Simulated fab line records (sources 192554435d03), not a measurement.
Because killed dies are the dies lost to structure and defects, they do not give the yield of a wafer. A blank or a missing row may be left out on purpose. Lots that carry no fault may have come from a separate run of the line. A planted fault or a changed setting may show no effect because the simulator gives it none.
Which tool was responsible? + flow n5-finfet + 12 lots, 32 wafers sampled, at 4 steps of a route of 1938

WHAT THE GAUGES SHOWED, per wafer
N5_BEOL_M8_OVL_MEAS_12.
| lot  | measured     | on         | M8_OVL (nm)   |
|------|--------------|------------|---------------|
| L955 | day 9 14:01  | overlay-01 | 0.4 0.7       |
| L957 | day 10 10:24 | overlay-02 | 0.1 0.8 -0.2  |
| L961 | day 11 03:26 | overlay-01 | 0.0 0.5 0.6   |
| L962 | day 11 03:40 | overlay-01 | 0.3 0.8       |
| L963 | day 11 10:11 | overlay-01 | 1.5 0.1       |
| L964 | day 12 05:00 | overlay-02 | 0.1 -0.3 -0.4 |
| L965 | day 12 12:07 | overlay-01 | 0.0 0.2 0.0   |
| L967 | day 12 19:04 | overlay-01 | 0.2 1.6 -0.1  |
| L968 | day 13 08:37 | overlay-01 | 1.1 1.2       |
| L969 | day 13 15:56 | overlay-02 | 7.7 8.3 7.8   |
| L972 | day 14 12:13 | overlay-01 | 8.4 8.0 7.8   |
| L978 | day 15 13:44 | overlay-01 | 0.1 -0.2 0.2  |

WHICH TOOL RAN EACH LOT (tool, then ch and the chambers of the sampled wafers, then the start)
| lot  | N5_BEOL_M7_ANNEAL_51             | N5_BEOL_M8_HM_DEP_02         | N5_BEOL_M8_EXPOSE_08               |
|------|----------------------------------|------------------------------|------------------------------------|
| L955 | rtp-anneal-02 ch 0, day 9 11:29  | pvd-sputter-02, day 9 13:37  | arfi-scanner-01 ch 0, day 9 13:52  |
| L957 | rtp-anneal-02 ch 0, day 10 08:04 | pvd-sputter-01, day 10 09:52 | arfi-scanner-02 ch 0, day 10 10:15 |
| L961 | rtp-anneal-02 ch 0, day 11 01:10 | pvd-sputter-02, day 11 03:02 | arfi-scanner-03 ch 0, day 11 03:17 |
| L962 | rtp-anneal-01 ch 0, day 11 01:16 | pvd-sputter-01, day 11 03:08 | arfi-scanner-02 ch 0, day 11 03:31 |
| L963 | rtp-anneal-01 ch 0, day 11 07:55 | pvd-sputter-02, day 11 09:38 | arfi-scanner-03 ch 0, day 11 10:02 |
| L964 | rtp-anneal-02 ch 0, day 12 01:16 | pvd-sputter-03, day 12 04:28 | arfi-scanner-01 ch 0, day 12 04:51 |
| L965 | rtp-anneal-02 ch 0, day 12 08:33 | pvd-sputter-01, day 12 11:35 | arfi-scanner-02 ch 0, day 12 11:57 |
| L967 | rtp-anneal-01 ch 0, day 12 15:30 | pvd-sputter-01, day 12 18:40 | arfi-scanner-02 ch 0, day 12 18:55 |
| L968 | rtp-anneal-02 ch 0, day 13 04:51 | pvd-sputter-02, day 13 08:05 | arfi-scanner-03 ch 0, day 13 08:27 |
| L969 | rtp-anneal-01 ch 0, day 13 12:36 | pvd-sputter-02, day 13 15:25 | arfi-scanner-02 ch 0, day 13 15:47 |
| L972 | rtp-anneal-01 ch 0, day 14 06:45 | pvd-sputter-02, day 14 11:41 | arfi-scanner-02 ch 0, day 14 12:04 |
| L978 | rtp-anneal-02 ch 0, day 15 09:46 | pvd-sputter-01, day 15 13:07 | arfi-scanner-01 ch 0, day 15 13:35 |
- N5_BEOL_M7_ANNEAL_51: time 90 s.
- N5_BEOL_M8_HM_DEP_02: deposits TiN, target thk 20 nm.
- N5_BEOL_M8_EXPOSE_08: exposes mask M8.

AS READ BY THE TOOLS THEMSELVES (means over the sampled wafers that have a number; for cases with no such wafer, the mark the record gives instead)
N5_BEOL_M7_ANNEAL_51.
| lot  | tool          | wafer_temp_C_max |
|------|---------------|------------------|
| L955 | rtp-anneal-02 | 226.3            |
| L957 | rtp-anneal-02 | 226.5            |
| L961 | rtp-anneal-02 | 226.4            |
| L962 | rtp-anneal-01 | 225.9            |
| L963 | rtp-anneal-01 | 225.8            |
| L964 | rtp-anneal-02 | 226.3            |
| L965 | rtp-anneal-02 | 226.5            |
| L967 | rtp-anneal-01 | 225.9            |
| L968 | rtp-anneal-02 | 226.5            |
| L969 | rtp-anneal-01 | 226.2            |
| L972 | rtp-anneal-01 | 225.8            |
| L978 | rtp-anneal-02 | 226.7            |

N5_BEOL_M8_HM_DEP_02.
| lot  | tool           | throttle-valve-pct (%) |
|------|----------------|------------------------|
| L955 | pvd-sputter-02 | 28.8                   |
| L957 | pvd-sputter-01 | 29.5                   |
| L961 | pvd-sputter-02 | 30.1                   |
| L962 | pvd-sputter-01 | 28.3                   |
| L963 | pvd-sputter-02 | 28.4                   |
| L964 | pvd-sputter-03 | 30.3                   |
| L965 | pvd-sputter-01 | 29.2                   |
| L967 | pvd-sputter-01 | 28.9                   |
| L968 | pvd-sputter-02 | 29.3                   |
| L969 | pvd-sputter-02 | 28.8                   |
| L972 | pvd-sputter-02 | 28.9                   |
| L978 | pvd-sputter-01 | 28.5                   |

N5_BEOL_M8_EXPOSE_08.
| lot  | tool            | reticle-temp-C (C) |
|------|-----------------|--------------------|
| L955 | arfi-scanner-01 | 23.04              |
| L957 | arfi-scanner-02 | 23.05              |
| L961 | arfi-scanner-03 | 22.89              |
| L962 | arfi-scanner-02 | 22.92              |
| L963 | arfi-scanner-03 | 23.06              |
| L964 | arfi-scanner-01 | 22.97              |
| L965 | arfi-scanner-02 | 23.01              |
| L967 | arfi-scanner-02 | 23.16              |
| L968 | arfi-scanner-03 | 22.94              |
| L969 | arfi-scanner-02 | 23.04              |
| L972 | arfi-scanner-02 | 22.93              |
| L978 | arfi-scanner-01 | 22.94              |

THE ANSWER, worked out from the rows above alone
Rule: what is usual is taken from the lots themselves. The widest of any qualifying gaps counts: lots, ordered by their means at a reading, are off when they make up no more than a third of the lots, leave a main group of 4 or more, and stand apart from it by 3 or more times the standard deviation of that group's means. Not used: any main group whose means are identical at the precision the tables above print for the reading. A lot without any number at a reading at which 4 lots or more have one is off too. The other lots that the step has rows for count as sound. First the gauges in route order, then the tools' own readings, where a lot's mean is used as printed above. The first step at which some lot is off is used, and at that step the reading that is off furthest; a lot without a number counts as furthest.
Off: at N5_BEOL_M8_OVL_MEAS_12 (M8_OVL), L969, L972. Main group: mean 0.4 nm, sd 0.38.
If a tool, at a process step before that reading, ran all the lots that are off and no sound lot after the first of them, it fits. The gauges at N5_BEOL_M8_OVL_MEAS_12 are tried like those tools. Can't be told from this: 3 tools fit, rtp-anneal-01 at N5_BEOL_M7_ANNEAL_51, pvd-sputter-02 at N5_BEOL_M8_HM_DEP_02, arfi-scanner-02 at N5_BEOL_M8_EXPOSE_08.

WHAT THE SIMULATOR HAD INSERTED
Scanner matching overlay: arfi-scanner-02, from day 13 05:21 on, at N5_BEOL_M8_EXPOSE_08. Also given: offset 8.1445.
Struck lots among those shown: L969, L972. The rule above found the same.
